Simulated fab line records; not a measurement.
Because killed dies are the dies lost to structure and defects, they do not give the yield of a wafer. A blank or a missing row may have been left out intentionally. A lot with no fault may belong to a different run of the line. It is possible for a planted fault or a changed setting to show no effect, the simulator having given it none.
Which tool did it? + flow n5Finfet + 10 lots, 28 wafers sampled, at 6 steps of a route of 1938

== WHAT THE GAUGES READ, wafer by wafer ==
N5_BEOL_M0_SAQP_CD_MEAS_25: target cd 13.1 nm.
| lot  | measured     | on       | cdNm (nm)         |
|------|--------------|----------|-------------------|
| L565 | day 5 20:57  | cdSem-02 | 12.76 12.65 12.79 |
| L571 | day 7 07:43  | cdSem-03 | 12.76 12.38 12.70 |
| L573 | day 7 22:59  | cdSem-01 | 12.81 12.42 12.71 |
| L574 | day 8 03:15  | cdSem-03 | 12.71 12.89 12.48 |
| L576 | day 8 11:31  | cdSem-01 | 12.67 12.98       |
| L577 | day 8 18:15  | cdSem-02 | 12.42 12.79       |
| L583 | day 10 06:35 | cdSem-01 | 12.65 12.69 13.22 |
| L584 | day 10 14:08 | cdSem-01 | 12.72 12.88 12.87 |
| L585 | day 10 23:29 | cdSem-01 | 13.45 13.21 12.74 |
| L586 | day 11 11:13 | cdSem-02 | 12.80 13.08 12.96 |

N5_BEOL_M0_SAQP_CD_MEAS_29: target cd 14.4 nm.
| lot  | measured     | on       | cdNm (nm)         |
|------|--------------|----------|-------------------|
| L565 | day 5 22:55  | cdSem-02 | 14.97 14.87 15.36 |
| L571 | day 7 09:50  | cdSem-01 | 14.81 14.79 14.99 |
| L573 | day 8 00:44  | cdSem-02 | 14.90 15.03 14.83 |
| L574 | day 8 05:01  | cdSem-01 | 15.21 14.88 14.76 |
| L576 | day 8 13:21  | cdSem-02 | 19.43 15.27       |
| L577 | day 8 20:08  | cdSem-03 | 19.54 14.97       |
| L583 | day 10 08:50 | cdSem-01 | 14.95 14.61 14.80 |
| L584 | day 10 16:35 | cdSem-03 | 14.98 14.87 14.87 |
| L585 | day 11 01:25 | cdSem-02 | 14.98 15.05 15.11 |
| L586 | day 11 13:07 | cdSem-01 | 15.43 15.11 15.21 |

N5_BEOL_M4_RC_MEAS_101.
| lot  | measured     | on        | DIBL_N (mV/V)  | DIBL_P (mV/V)  | IOFF_N (nA/um)    | IOFF_P (nA/um)    | ION_N (uA/um) | ION_P (uA/um) | SS_N (mV/dec)  | SS_P (mV/dec)  | VT_N (mV)         | VT_P (mV)            |
|------|--------------|-----------|----------------|----------------|-------------------|-------------------|---------------|---------------|----------------|----------------|-------------------|----------------------|
| L565 | day 8 04:08  | prober-02 | 35.6 35.5 35.9 | 34.2 34.0 33.5 | 0.159 0.150 0.156 | 0.222 0.217 0.207 | 675 666 667   | 464 461 457   | 71.5 72.1 71.5 | 73.0 72.8 72.6 | 246.2 250.6 248.4 | -248.6 -248.1 -250.1 |
| L571 | day 9 13:36  | prober-02 | 34.7 37.3 35.3 | 35.5 38.2 35.8 | 0.136 0.170 0.142 | 0.218 0.266 0.223 | 673 675 679   | 467 472 474   | 71.1 72.1 71.8 | 72.3 73.3 72.5 | 249.2 248.7 250.7 | -247.6 -243.5 -248.0 |
| L573 | day 10 09:53 | prober-01 | 35.3 35.4 35.5 | 34.7 34.5 34.6 | 0.144 0.139 0.142 | 0.198 0.194 0.196 | 676 667 668   | 461 460 455   | 70.3 70.1 71.1 | 72.7 73.5 73.1 | 252.4 251.9 251.9 | -253.1 -251.6 -250.6 |
| L574 | day 10 13:04 | prober-02 | 37.8 37.2 37.6 | 38.1 36.9 38.3 | 0.183 0.177 0.184 | 0.241 0.222 0.236 | 682 690 684   | 470 469 469   | 71.0 71.2 71.0 | 72.9 73.4 73.7 | 244.8 247.2 247.3 | -247.0 -250.9 -250.2 |
| L576 | day 10 17:07 | prober-02 | 33.9           | 34.2           | 0.130             | 0.192             | 676           | 469           | 71.2           | 73.2           | 251.0             | -249.3               |
| L577 | day 10 20:03 | prober-02 | 36.3           | 35.5           | 0.157             | 0.219             | 664           | 464           | 72.0           | 72.3           | 250.5             | -248.8               |
| L583 | day 13 05:36 | prober-01 | 35.7 35.8 34.8 | 37.2 37.6 36.8 | 0.150 0.152 0.139 | 0.185 0.198 0.183 | 666 665 665   | 457 459 456   | 71.5 71.9 71.7 | 72.9 73.2 72.6 | 252.0 249.6 252.1 | -253.1 -253.4 -254.4 |
| L584 | day 13 14:47 | prober-01 | 34.5 35.3 32.4 | 35.4 36.1 33.1 | 0.140 0.154 0.116 | 0.186 0.202 0.156 | 673 676 664   | 460 459 457   | 71.1 72.1 70.8 | 72.7 72.4 72.0 | 249.2 250.1 254.7 | -253.0 -250.4 -251.6 |
| L585 | day 13 05:27 | prober-02 | 38.2 37.4 39.1 | 37.6 36.7 39.4 | 0.172 0.151 0.197 | 0.217 0.204 0.249 | 680 663 679   | 462 457 463   | 71.6 71.9 72.1 | 74.0 73.9 74.4 | 247.7 251.6 246.0 | -248.9 -250.7 -247.2 |
| L586 | day 14 02:27 | prober-01 | 34.8 35.9 35.1 | 33.5 35.1 33.4 | 0.121 0.141 0.122 | 0.176 0.204 0.179 | 667 671 669   | 466 468 464   | 71.0 71.4 70.9 | 72.4 73.3 73.0 | 252.6 251.9 252.8 | -252.6 -248.8 -248.2 |

== WHAT TOOL EACH LOT RAN ON (gives the tool, then ch and the chambers of the sampled wafers, and finally the start) ==
| lot  | N5_BEOL_M0_SAQP_ETCH_106          | N5_BEOL_M0_SAQP_RECESS_109        | N5_BEOL_M0_SAQP_SPACER2_ALD_26   |
|------|-----------------------------------|-----------------------------------|----------------------------------|
| L565 | rieDiel-02 ch 0,3, day 5 21:52    | vaporEtch-02 ch 0,1, day 5 22:02  | aldSin-03 ch 0,2, day 5 22:10    |
| L571 | rieDiel-01 ch 1,2,3, day 7 08:27  | vaporEtch-01 ch 0,1, day 7 08:39  | aldSin-03 ch 0,2,3, day 7 09:05  |
| L573 | rieDiel-01 ch 0,2,3, day 7 23:41  | vaporEtch-01 ch 0,1, day 7 23:53  | aldSin-03 ch 0,1,2, day 7 23:59  |
| L574 | rieDiel-06 ch 1,2,3, day 8 03:57  | vaporEtch-01 ch 0,1, day 8 04:09  | aldSin-03 ch 2,3, day 8 04:16    |
| L576 | rieDiel-06 ch 0,3, day 8 12:16    | vaporEtch-02 ch 0,1, day 8 12:25  | aldSin-03 ch 1,2, day 8 12:37    |
| L577 | rieDiel-06 ch 0,2, day 8 19:05    | vaporEtch-01 ch 0,1, day 8 19:15  | aldSin-03 ch 1,2, day 8 19:23    |
| L583 | rieDiel-06 ch 2,3, day 10 07:27   | vaporEtch-02 ch 0,1, day 10 07:39 | aldSin-01 ch 0,2, day 10 07:45   |
| L584 | rieDiel-02 ch 1,2,3, day 10 15:15 | vaporEtch-01 ch 0,1, day 10 15:25 | aldSin-01 ch 0,2,3, day 10 15:34 |
| L585 | rieDiel-02 ch 0,1,2, day 11 00:15 | vaporEtch-01 ch 0,1, day 11 00:25 | aldSin-01 ch 1,3, day 11 00:38   |
| L586 | rieDiel-01 ch 0,2, day 11 11:56   | vaporEtch-01 ch 0,1, day 11 12:08 | aldSin-03 ch 1,2,3, day 11 12:14 |
- N5_BEOL_M0_SAQP_ETCH_106: etches SOC in N2/H2, stops on SiNx, target depth 150 nm.
- N5_BEOL_M0_SAQP_RECESS_109: chemistry HF/NH3, target SiO2, target depth 3 nm, afs cycles 1, sublimation time 60 s.
- N5_BEOL_M0_SAQP_SPACER2_ALD_26: deposits SiO2, target thk 15 nm, pulse time 1 s, purge time 2 s.

== AS READ BY THE TOOLS THEMSELVES (means over the sampled wafers that have a number; for cases with no such wafer, the mark the record gives instead) ==
N5_BEOL_M0_SAQP_ETCH_106.
| lot  | tool       | drypumpMotorCurrentA (A) | oesProductAu (a.u.) | rfVppV (V) | showerheadPlenumPTorr (Torr) | throttleValvePct (%) |
|------|------------|--------------------------|---------------------|------------|------------------------------|----------------------|
| L565 | rieDiel-02 | 5.7                      | 0.71                | 241.0      | 2.60                         | 17.88                |
| L571 | rieDiel-01 | 5.2                      | 0.79                | 239.6      | 2.46                         | 17.58                |
| L573 | rieDiel-01 | 5.1                      | 0.79                | 240.2      | 2.53                         | 17.77                |
| L574 | rieDiel-06 | 6.0                      | 0.80                | 240.6      | 2.56                         | 17.66                |
| L576 | rieDiel-06 | 5.8                      | 0.89                | 240.6      | 2.48                         | 17.48                |
| L577 | rieDiel-06 | 5.7                      | 0.81                | 240.2      | 2.50                         | 17.55                |
| L583 | rieDiel-06 | 5.7                      | 0.73                | 240.4      | 2.50                         | 17.66                |
| L584 | rieDiel-02 | 5.9                      | 0.84                | 240.5      | 2.53                         | 17.74                |
| L585 | rieDiel-02 | 6.0                      | 0.83                | 240.1      | 2.49                         | 17.72                |
| L586 | rieDiel-01 | 5.2                      | 0.77                | 239.7      | 2.53                         | 17.81                |

N5_BEOL_M0_SAQP_RECESS_109.
| lot  | tool         | drypumpMotorCurrentA (A) | sublimationTempC (C) |
|------|--------------|--------------------------|----------------------|
| L565 | vaporEtch-02 | 5.8                      | 179.94               |
| L571 | vaporEtch-01 | 5.1                      | 179.91               |
| L573 | vaporEtch-01 | 5.3                      | 180.13               |
| L574 | vaporEtch-01 | 5.3                      | 179.92               |
| L576 | vaporEtch-02 | 5.6                      | 180.15               |
| L577 | vaporEtch-01 | 5.2                      | 179.97               |
| L583 | vaporEtch-02 | 5.4                      | 180.10               |
| L584 | vaporEtch-01 | 5.3                      | 180.01               |
| L585 | vaporEtch-01 | 5.3                      | 180.06               |
| L586 | vaporEtch-01 | 5.3                      | 180.13               |

N5_BEOL_M0_SAQP_SPACER2_ALD_26.
| lot  | tool      | heaterPowerW (W) | precursorPulseHeightRel |
|------|-----------|------------------|-------------------------|
| L565 | aldSin-03 | 441              | 1.012                   |
| L571 | aldSin-03 | 466              | 1.022                   |
| L573 | aldSin-03 | 463              | 0.992                   |
| L574 | aldSin-03 | 459              | 0.987                   |
| L576 | aldSin-03 | 468              | 1.014                   |
| L577 | aldSin-03 | 476              | 0.996                   |
| L583 | aldSin-01 | 432              | 0.995                   |
| L584 | aldSin-01 | 435              | 0.983                   |
| L585 | aldSin-01 | 495              | 0.994                   |
| L586 | aldSin-03 | 493              | 1.006                   |

== THE ANSWER, worked out from the rows above alone ==
Rule: the usual values come from the lots themselves. Put in order of their means at a reading, lots are off if they are a third of the lots or fewer, leave a main group of 4 or more, and stand apart from it by a gap of 3 or more times the standard deviation of the main group's means; of several such gaps the widest counts. Not used: any main group whose means are identical at the precision the tables above print for the reading. Also off: a lot with no number at a reading for which 4 or more lots have one. All remaining lots with rows at the step are treated as sound. First the gauges in route order, then the tools' own readings, where a lot's mean is used as printed above. The first step at which some lot is off is used, and at that step the reading that is off furthest; a lot without a number counts as furthest.
Off: L576, L577 (N5_BEOL_M0_SAQP_CD_MEAS_29, cdNm). The main group has a mean of 14.97 nm with a standard deviation of 0.13.
A tool fits if, at a process step before that reading, it ran every lot that is off, and no sound lot after the first of them. Those tools and the gauges at N5_BEOL_M0_SAQP_CD_MEAS_29 are tried in the same way. None of those tried fits.

== WHAT WAS PUT IN BY THE SIMULATOR ==
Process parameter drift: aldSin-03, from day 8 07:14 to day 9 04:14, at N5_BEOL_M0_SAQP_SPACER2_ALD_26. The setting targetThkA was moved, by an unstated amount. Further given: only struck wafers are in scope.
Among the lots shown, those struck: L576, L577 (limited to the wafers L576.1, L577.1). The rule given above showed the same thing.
